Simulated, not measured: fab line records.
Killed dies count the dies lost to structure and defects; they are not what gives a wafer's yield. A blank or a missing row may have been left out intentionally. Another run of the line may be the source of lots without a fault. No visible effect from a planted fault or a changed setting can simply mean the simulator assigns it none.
Matching of chambers    flow n5_finfet    N5_BEOL_M8_ETCH_65 on rie_diel-05: 4 sister chambers
The step etches SiARC in CF4, target depth 15.6 nm, time 26 s. 4 wafers are shown with their chamber, then 12 later ones without.

WAFERS, EACH WITH ITS CHAMBER
wafer   chamber  drypump_motor_current_A (A)
L093.3  2        5.8
L086.3  1        5.1
L086.4  0        6.4
L086.5  3        5.3

WAFERS WITH NO CHAMBER GIVEN
wafer   drypump_motor_current_A (A)
L095.1  5.8
L095.4  5.1
L095.6  5.3
L092.2  5.1
L092.5  5.1
L092.6  6.4
L094.1  5.2
L094.4  6.4
L094.6  6.4
L097.3  6.4
L097.4  5.8
L097.6  5.3

EACH ONE'S CHAMBER
wafer   from the rows above      in truth
L095.1  2                        2
L095.4  1                        1
L095.6  3                        3
L092.2  1                        1
L092.5  1                        1
L092.6  0                        0
L094.1  can't be placed: 3 or 1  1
L094.4  0                        0
L094.6  0                        0
L097.3  0                        0
L097.4  2                        2
L097.6  3                        3
Correctly placed: 11 of 12. Unplaceable from these rows: 1, with the true chamber sitting among the candidates in 1. 0 placed wrongly.
How it was worked out, from the rows above alone: a wafer's distance from a chamber is the root of the sum, over the readings, of the square of ((its reading less the chamber's mean) divided by the reading's scatter). The wafer belongs to the nearest chamber; if the next one is less than 2 further off, it can't be placed. Each chamber's mean is taken over the wafers shown for it. The scatter (one wafer shown for each chamber): square how far every hidden wafer sits from the nearest shown wafer, average those squares and take the square root.
